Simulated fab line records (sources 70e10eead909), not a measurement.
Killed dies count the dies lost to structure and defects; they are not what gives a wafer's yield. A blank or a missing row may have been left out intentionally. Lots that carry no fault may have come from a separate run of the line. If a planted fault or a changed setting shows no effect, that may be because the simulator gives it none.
Which tool was responsible? -- flow nand_harc -- Sampling: 24 lots, 72 wafers, 5 of 1302 route steps

## WHAT THE GAUGES SHOWED, per wafer
NHARC_P_M0_THK_MEAS_24: measures by xrf. Usual: thk_nm reads 117.6 nm (standard deviation 1.5).
lot,measured,on,thk_nm (nm),flag
L074,day 6 08:10,film_metro-02,116.3 114.9 115.1,
L075,day 6 13:25,film_metro-02,116.3 115.9 116.8,
L076,day 7 00:06,film_metro-01,115.0 116.0 114.8,
L077,day 7 14:22,film_metro-02,115.0 114.3 116.1,
L079,day 8 02:09,film_metro-02,119.2 120.7 119.2,
L078,day 8 02:31,film_metro-02,118.3 119.0 120.1,
L080,day 9 00:05,film_metro-02,118.6 118.8 117.7,
L081,day 9 07:31,film_metro-01,117.0 116.0 117.0,
L082,day 9 10:37,film_metro-02,117.2 116.1 119.0,
L083,day 9 21:11,film_metro-01,119.3 117.4 117.4,
L084,day 10 08:00,film_metro-02,115.4 117.0 116.2,
L085,day 10 22:05,film_metro-01,117.8 117.1 117.1,
L086,day 11 03:25,film_metro-01,117.8 116.6 118.5,
L087,day 11 16:13,film_metro-02,117.2 115.1 118.5,
L088,day 12 02:22,film_metro-01,114.5 118.2 116.4,
L089,day 12 04:49,film_metro-02,119.6 117.3 120.9,
L090,day 12 18:28,film_metro-01,117.8 119.5 118.5,
L091,day 13 07:12,film_metro-01,118.7 117.9 120.0,
L092,day 13 22:26,film_metro-01,117.0 117.3 118.4,
L093,day 13 23:48,film_metro-01,117.8 116.7 117.9,
L094,day 14 10:14,film_metro-01,116.8 119.0 116.1,
L096,day 15 01:49,film_metro-02,118.1 119.3 118.0,
L095,day 15 02:45,film_metro-01,116.4 116.4 114.4,
L097,day 15 14:31,film_metro-02,117.6 117.7 117.0,

NHARC_P_M0_INSPECT_27. Usual: raw_defect_count reads 268 (standard deviation 91).
lot,measured,on,raw_defect_count,flag
L074,day 6 08:19,defect_inspect-01,308 229 190,
L075,day 6 13:34,defect_inspect-01,145 267 169,
L076,day 7 00:15,defect_inspect-02,151 224 204,
L077,day 7 14:32,defect_inspect-01,361 351 206,
L079,day 8 02:19,defect_inspect-01,171 196 307,
L078,day 8 02:40,defect_inspect-01,213 298 211,
L080,day 9 00:14,defect_inspect-02,166 124 132,
L081,day 9 07:40,defect_inspect-01,195 271 390,
L082,day 9 10:46,defect_inspect-02,211 324 407,
L083,day 9 21:20,defect_inspect-01,217 327 222,
L084,day 10 08:10,defect_inspect-02,212 324 376,
L085,day 10 22:14,defect_inspect-01,150 247 170,
L086,day 11 03:35,defect_inspect-01,305 205 262,
L087,day 11 16:22,defect_inspect-02,291 329 299,
L088,day 12 02:32,defect_inspect-01,342 405 344,
L089,day 12 04:59,defect_inspect-01,306 404 253,
L090,day 12 18:37,defect_inspect-01,176 292 276,
L091,day 13 07:21,defect_inspect-01,274 338 459,
L092,day 13 22:36,defect_inspect-01,403 452 205,
L093,day 13 23:58,defect_inspect-02,193 405 311,
L094,day 14 10:23,defect_inspect-01,245 197 286,
L096,day 15 01:58,defect_inspect-02,290 434 126,
L095,day 15 02:55,defect_inspect-02,290 163 217,
L097,day 15 14:40,defect_inspect-02,287 495 248,

NHARC_P_M1_INSPECT_11. Usual: raw_defect_count reads 4.4 (standard deviation 2.4).
lot,measured,on,raw_defect_count,flag
L074,day 6 09:52,defect_inspect-01,2 4 3,
L075,day 6 15:05,defect_inspect-02,6 5 3,
L076,day 7 01:38,defect_inspect-02,4 8 6,
L077,day 7 15:56,defect_inspect-02,5 7 7,
L079,day 8 03:50,defect_inspect-02,3 5 5,
L078,day 8 04:10,defect_inspect-01,5 3 5,
L080,day 9 01:46,defect_inspect-01,4 1 4,
L081,day 9 09:11,defect_inspect-02,5 3 1,
L082,day 9 12:16,defect_inspect-02,2 4 3,
L083,day 9 22:52,defect_inspect-01,2 7 5,
L084,day 10 09:33,defect_inspect-02,2 2 1,
L085,day 10 23:46,defect_inspect-01,9 10 9,
L086,day 11 04:58,defect_inspect-01,5 4 3,
L087,day 11 17:53,defect_inspect-02,7 4 7,
L088,day 12 04:03,defect_inspect-02,4 3 5,
L089,day 12 06:30,defect_inspect-02,6 4 2,
L090,day 12 20:08,defect_inspect-01,4 3 4,
L091,day 13 08:58,defect_inspect-02,8 8 7,
L092,day 14 00:07,defect_inspect-01,3 0 6,
L093,day 14 01:29,defect_inspect-02,4 2 4,
L094,day 14 11:58,defect_inspect-02,5 2 3,
L096,day 15 03:29,defect_inspect-02,7 3 2,
L095,day 15 04:28,defect_inspect-02,8 11 12,
L097,day 15 16:11,defect_inspect-02,4 6 3,

NHARC_P_M1_CD_MEAS_16. Usual: cd_nm reads 129.8 nm (standard deviation 0.85).
lot,measured,on,cd_nm (nm),flag
L074,day 6 10:14,cd_sem-03,131.3 129.8 130.5,
L075,day 6 15:28,cd_sem-03,132.1 130.1 131.1,
L076,day 7 02:01,cd_sem-01,129.7 130.3 130.2,
L077,day 7 16:18,cd_sem-02,129.5 130.8 130.3,
L079,day 8 04:11,cd_sem-01,130.3 129.4 129.7,
L078,day 8 04:32,cd_sem-01,130.0 132.4 130.4,
L080,day 9 02:08,cd_sem-03,129.8 129.9 130.2,
L081,day 9 09:33,cd_sem-02,130.4 129.8 130.4,
L082,day 9 12:38,cd_sem-02,129.5 130.4 129.6,
L083,day 9 23:16,cd_sem-02,130.6 130.5 129.7,
L084,day 10 09:55,cd_sem-02,129.9 128.8 130.0,
L085,day 11 00:08,cd_sem-03,130.1 130.3 130.2,
L086,day 11 05:20,cd_sem-02,129.4 129.3 129.1,
L087,day 11 18:15,cd_sem-02,129.8 130.7 130.9,
L088,day 12 04:25,cd_sem-02,129.0 129.6 129.2,
L089,day 12 06:52,cd_sem-03,130.6 129.3 130.2,
L090,day 12 20:31,cd_sem-03,129.5 130.8 129.8,
L091,day 13 09:19,cd_sem-03,129.4 128.5 128.3,
L092,day 14 00:30,cd_sem-02,130.0 130.8 130.1,
L093,day 14 01:51,cd_sem-02,128.5 128.1 128.8,
L094,day 14 12:20,cd_sem-02,130.9 130.1 129.6,
L096,day 15 03:51,cd_sem-01,128.4 130.0 128.9,
L095,day 15 04:49,cd_sem-01,128.0 130.1 128.8,
L097,day 15 16:34,cd_sem-03,131.3 129.3 130.1,

## WHAT TOOL EACH LOT RAN ON (gives the tool, then ch and the chambers of the sampled wafers, and finally the start)
lot,NHARC_P_M0_ANNEAL_30
L074,"rtp_anneal-01 ch 0, day 6 07:28"
L075,"rtp_anneal-02 ch 0, day 6 12:55"
L076,"rtp_anneal-02 ch 0, day 6 23:32"
L077,"rtp_anneal-02 ch 0, day 7 13:43"
L079,"rtp_anneal-01 ch 0, day 8 01:33"
L078,"rtp_anneal-02 ch 0, day 8 01:57"
L080,"rtp_anneal-01 ch 0, day 8 23:35"
L081,"rtp_anneal-02 ch 0, day 9 06:50"
L082,"rtp_anneal-02 ch 0, day 9 09:58"
L083,"rtp_anneal-01 ch 0, day 9 20:37"
L084,"rtp_anneal-02 ch 0, day 10 07:24"
L085,"rtp_anneal-01 ch 0, day 10 21:32"
L086,"rtp_anneal-01 ch 0, day 11 02:46"
L087,"rtp_anneal-01 ch 0, day 11 15:33"
L088,"rtp_anneal-01 ch 0, day 12 01:46"
L089,"rtp_anneal-02 ch 0, day 12 04:10"
L090,"rtp_anneal-02 ch 0, day 12 17:55"
L091,"rtp_anneal-01 ch 0, day 13 06:32"
L092,"rtp_anneal-02 ch 0, day 13 21:47"
L093,"rtp_anneal-02 ch 0, day 13 23:17"
L094,"rtp_anneal-01 ch 0, day 14 09:40"
L096,"rtp_anneal-02 ch 0, day 15 01:08"
L095,"rtp_anneal-01 ch 0, day 15 02:06"
L097,"rtp_anneal-02 ch 0, day 15 13:57"
- NHARC_P_M0_ANNEAL_30: time 90 s.

## AS READ BY THE TOOLS THEMSELVES (means over the sampled wafers that have a number; for cases with no such wafer, the mark the record gives instead)
NHARC_P_M0_ANNEAL_30. Usual: wafer_temp_C_max reads 226.4 (standard deviation 0.32).
lot,tool,wafer_temp_C_max,flag
L074,rtp_anneal-01,226.3,
L075,rtp_anneal-02,226.5,
L076,rtp_anneal-02,226.5,
L077,rtp_anneal-02,226.5,
L079,rtp_anneal-01,226.5,
L078,rtp_anneal-02,226.4,
L080,rtp_anneal-01,226.2,
L081,rtp_anneal-02,226.5,
L082,rtp_anneal-02,226.7,
L083,rtp_anneal-01,226.6,
L084,rtp_anneal-02,226.5,
L085,rtp_anneal-01,226.8,
L086,rtp_anneal-01,226.1,
L087,rtp_anneal-01,226.6,
L088,rtp_anneal-01,226.4,
L089,rtp_anneal-02,226.4,
L090,rtp_anneal-02,226.5,
L091,rtp_anneal-01,226.3,
L092,rtp_anneal-02,226.4,
L093,rtp_anneal-02,226.5,
L094,rtp_anneal-01,226.0,
L096,rtp_anneal-02,226.4,
L095,rtp_anneal-01,226.1,
L097,rtp_anneal-02,226.8,

## THE ANSWER, worked out from the rows above alone
Rule: a lot is off if the mean of its wafers that have a number lies more than 3 standard deviations from the usual mean. Also off: a lot with no number at a reading for which 4 or more lots have one. Where the step has rows for the other lots, those lots are counted as sound. Order of review: gauges by route order, followed by the tools' own readings, for which a lot's mean as printed above is used. At the first step where some lot is off, the reading lying furthest off is the one used; lots without a number count as furthest.
No lot is off at any reading shown: from this, nothing can be told.

## WHAT HAD BEEN PUT IN BY THE SIMULATOR
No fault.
